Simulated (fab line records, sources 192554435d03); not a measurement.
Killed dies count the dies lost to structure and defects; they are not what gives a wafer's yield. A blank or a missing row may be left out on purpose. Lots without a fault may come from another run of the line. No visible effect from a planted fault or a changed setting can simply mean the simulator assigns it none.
fab line records	flow n5Finfet
record lots=6	wafers=18	lastDay=19
route steps=1938 shown MIM_BOT@1832 MIM_TOP@1834 MIM_TOP_LITHO@1839
lots untouched by any fault: they come from a run of this same line in which no faults occurred
startH: start of the lot's first displayed wafer, in hours after the record's first day	waitH: hours elapsed since this lot's preceding step	" as in the row above	L1.1+2: one row covering several wafers at once	- no value, or no start given	* or withheld: withheld	< > ~ a bound
route shown NAME@n: names a module that has steps shown in the file, with the first one's number in the route	usual: mean/standard deviation taken from wafers without a fault	same: alike in all rows	chamber/n: place in a boat	sites: each site's reading	_std_site: standard deviation of those values	_edge_site: inner sites' mean taken away from outer sites' mean	radiusMm: for every site, how far away it sits from the centre of the wafer	mask NAME#n: copy n	behind: the most recent tool/chamber to have shaped the wafer	hold: reason for holding the lot/hours on hold/outcome of the hold	device: the transistor (n, p or np) that didn't switch	end of line: the route-end tests of the same wafers	for a step that has no rows: nothing shown but its recipe	killed: at the first sort, the dies lost to defects and structure; wafer yield is something else	map: per-die view of a wafer (x killed, . not killed, _ where there is no die)
set.NAME: the run value of the setting; set.NAME@STEP: its run value at that earlier step	model.NAME: the simulator's own value behind a step, which no gauge read
lots at some steps of the route; a table a step, a row a wafer
services: from which hour (startH, from the record's first day; less than 0 if before it) a tool's chamber was out of use, for how many hours, and why
## steps
# step N5_MIM_BOT_DEGAS_01
# recipe ambient=vacuum	tempC=300	timeS=60
# usual heaterPowerW=465/39
lot.wafer	tool	chamber	startH	waitH	heaterPowerW
L957.2	pvdSputter-02	-	307.42	0.7	514
L957.4	"	-	"	"	436
L957.6	"	-	"	"	436
L965.3	pvdSputter-02	-	365.15	0.4	438
L965.5	"	-	"	"	447
L965.6	"	-	"	"	433
L973.4	pvdSputter-02	-	422.17	1.0	500
L973.5	"	-	"	"	499
L973.6	"	-	"	"	528
L974.2	pvdSputter-01	-	422.40	0.5	421
L974.4	"	-	"	"	484
L974.6	"	-	"	"	455
L975.2	pvdSputter-01	-	434.25	1.2	484
L975.3	"	-	"	"	400
L975.4	"	-	"	"	457
L976.2	pvdSputter-02	-	452.49	0.7	536
L976.4	"	-	"	"	499
L976.6	"	-	"	"	504
# step N5_MIM_BOT_SPUTTER_00
# recipe material=TiN	targetThkA=350	tempC=200	powerW=3000	chamberPressurePa=0.49996	gas=Ar	reactivePartialPa=0.37997	timeS=89.7
# usual throttleValvePct=30.1/1.2
lot.wafer	tool	chamber	startH	waitH	throttleValvePct
L957.2	pvdSputter-02	-	307.46	0.0	28.2
L957.4	"	-	"	"	30.0
L957.6	"	-	"	"	29.4
L965.3	pvdSputter-02	-	365.19	0.0	29.4
L965.5	"	-	"	"	29.7
L965.6	"	-	"	"	29.4
L973.4	pvdSputter-02	-	422.21	0.0	31.4
L973.5	"	-	"	"	31.5
L973.6	"	-	"	"	28.5
L974.2	pvdSputter-01	-	422.44	0.0	30.1
L974.4	"	-	"	"	30.5
L974.6	"	-	"	"	33.0
L975.2	pvdSputter-01	-	434.29	0.0	30.6
L975.3	"	-	"	"	31.5
L975.4	"	-	"	"	33.2
L976.2	pvdSputter-02	-	452.53	0.0	28.4
L976.4	"	-	"	"	31.6
L976.6	"	-	"	"	31.9
# step N5_MIM_TOP_ALD_00
# recipe material=Al2O3	targetThkA=*	tempC=withheld	aldPrecursorFamily=TMA	aldCoReactant=O3	pulseTimeS=withheld	purgeTimeS=3	coReactantPurgeTimeS=withheld	coReactantPulseTimeS=3	aldCycles=withheld
# usual precursorPulseHeightRel=1.002/0.021
lot.wafer	tool	chamber	startH	waitH	precursorPulseHeightRel
L957.2	aldHk-01	1	307.56	0.1	0.954
L957.4	"	0	"	"	0.995
L957.6	"	1	"	"	1.028
L965.3	aldHk-01	3	365.29	0.1	1.005
L965.5	"	2	"	"	1.012
L965.6	"	1	"	"	1.018
L973.4	aldHk-01	3	422.31	0.1	1.035
L973.5	"	2	"	"	0.985
L973.6	"	3	"	"	0.983
L974.2	aldHk-03	1	422.54	0.1	1.000
L974.4	"	3	"	"	1.018
L974.6	"	3	"	"	0.977
L975.2	aldHk-01	3	434.39	0.1	0.986
L975.3	"	1	"	"	0.999
L975.4	"	0	"	"	1.023
L976.2	aldHk-03	2	452.63	0.1	0.968
L976.4	"	1	"	"	1.014
L976.6	"	2	"	"	0.973
# step N5_MIM_TOP_ALD_01
# recipe material=HfO2	targetThkA=56	tempC=withheld	aldPrecursorFamily=Hf-amide	aldCoReactant=O3	pulseTimeS=1	purgeTimeS=3	coReactantPurgeTimeS=2	coReactantPulseTimeS=3	aldCycles=62
# step N5_MIM_TOP_ALD_02
# recipe material=Al2O3	targetThkA=*	tempC=withheld	aldPrecursorFamily=TMA	aldCoReactant=O3	pulseTimeS=withheld	purgeTimeS=3	coReactantPurgeTimeS=withheld	coReactantPulseTimeS=3	aldCycles=withheld
# usual precursorPulseHeightRel=0.999/0.021
lot.wafer	tool	chamber	startH	waitH	precursorPulseHeightRel
L957.2	aldHk-01	1	-	-	1.007
L957.4	"	0	"	"	0.977
L957.6	"	1	"	"	1.009
L965.3	aldHk-01	3	-	-	1.000
L965.5	"	2	"	"	0.973
L965.6	"	1	"	"	0.975
L973.4	aldHk-01	3	-	-	0.991
L973.5	"	2	"	"	1.034
L973.6	"	3	"	"	1.012
L974.2	aldHk-03	1	-	-	1.006
L974.4	"	3	"	"	0.991
L974.6	"	3	"	"	0.996
L975.2	aldHk-01	3	-	-	1.009
L975.3	"	1	"	"	1.011
L975.4	"	0	"	"	1.018
L976.2	aldHk-03	2	-	-	0.992
L976.4	"	1	"	"	1.029
L976.6	"	2	"	"	0.975
# step N5_MIM_TOP_DEGAS_04
# recipe ambient=vacuum	tempC=300	timeS=60
# step N5_MIM_TOP_SPUTTER_03
# recipe material=TiN	targetThkA=350	tempC=200	powerW=3000	chamberPressurePa=0.49996	gas=Ar	reactivePartialPa=0.37997	timeS=89.7
# usual throttleValvePct=30.4/1.3
lot.wafer	tool	chamber	startH	waitH	throttleValvePct
L957.2	pvdSputter-01	-	308.27	0.0	33.0
L957.4	"	-	"	"	31.4
L957.6	"	-	"	"	32.9
L965.3	pvdSputter-02	-	365.79	0.0	29.9
L965.5	"	-	"	"	29.1
L965.6	"	-	"	"	31.7
L973.4	pvdSputter-01	-	423.10	0.0	30.8
L973.5	"	-	"	"	30.8
L973.6	"	-	"	"	29.6
L974.2	pvdSputter-02	-	423.23	0.0	28.6
L974.4	"	-	"	"	31.6
L974.6	"	-	"	"	30.0
L975.2	pvdSputter-02	-	435.25	0.0	29.4
L975.3	"	-	"	"	28.3
L975.4	"	-	"	"	29.9
L976.2	pvdSputter-01	-	454.50	0.0	30.6
L976.4	"	-	"	"	29.7
L976.6	"	-	"	"	29.6
# step N5_MIM_TOP_LITHO_HMDS_01
# recipe timeS=60	tempC=120
# step N5_MIM_TOP_LITHO_COAT_02
# recipe spinRpm=*	resistThkNm=*
# step N5_MIM_TOP_LITHO_EBR_04
# recipe solvent=PGMEA	ebrWidthMm=1.5
# step N5_MIM_TOP_LITHO_SOFTBAKE_03
# recipe tempC=100	timeS=90
# step N5_MIM_TOP_LITHO_EXPOSE_05
# recipe maskId=MIM_TOP	na=0.55	sourceShape=conventional	sigmaOuter=0.8	polarization=unpolarized	targetCdNm=2000	doseMj=20.5
# step N5_MIM_TOP_LITHO_PEB_06
# recipe pebTempC=withheld	pebTimeS=*
# usual chillPlateTempC=*	exhaustPa=45.2/0.9
lot.wafer	tool	chamber	startH	waitH	chillPlateTempC	exhaustPa
L957.2	lithoTrack-02	0	308.67	0.0	*	44.9
L957.4	"	0	"	"	*	43.9
L957.6	"	0	"	"	*	44.8
L965.3	lithoTrack-02	0	366.18	0.0	*	46.8
L965.5	"	0	"	"	*	46.0
L965.6	"	0	"	"	*	47.3
L973.4	lithoTrack-04	-	423.50	0.0	-	-
L973.5	"	-	"	"	-	-
L973.6	"	-	"	"	-	-
L974.2	lithoTrack-02	-	423.66	0.0	-	-
L974.4	"	-	"	"	-	-
L974.6	"	-	"	"	-	-
L975.2	lithoTrack-01	0	435.64	0.0	*	44.9
L975.3	"	0	"	"	*	44.3
L975.4	"	0	"	"	*	43.9
L976.2	lithoTrack-02	0	454.90	0.0	*	45.1
L976.4	"	0	"	"	*	46.5
L976.6	"	0	"	"	*	46.3
# step N5_MIM_TOP_LITHO_DEVELOP_07
# recipe developTimeS=60	rinseLiquid=diw	dry=airSpin	devTempC=21
## services
tool	chamber	startH	hours	kind
aldHk-01	-	363.90	0.9	repair
aldHk-03	-	410.52	6.0	pm
## key
firstSign step=N5_MIM_TOP_LITHO_PEB_06	reading=toolRecord	direction=missing
effect none on later readings
metAt N5_MIM_TOP_LITHO_PEB_06
struckWafers L973.4,L973.5,L973.6,L974.2,L974.4,L974.6
laterRowsLeftOut L973.4,L973.5,L973.6,L974.2,L974.4,L974.6
sortLeftOut L973.4,L973.5,L973.6,L974.2,L974.4,L974.6
onsetBetween 366.18 423.50
fault kind=skippedStepWhole	tool=lithoTrack-02,lithoTrack-04	chamber=-	onsetH=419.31	steps=N5_MIM_TOP_LITHO_PEB_06	scope=struckLotsOnly
# sortLeftOut: the simulated sort isn't trusted on such a fault, so these wafers' sort isn't shown, and their yield isn't known
# laterRowsLeftOut: the simulator's readings of these wafers behind a module that went badly wrong aren't trusted and aren't shown, but for the sort
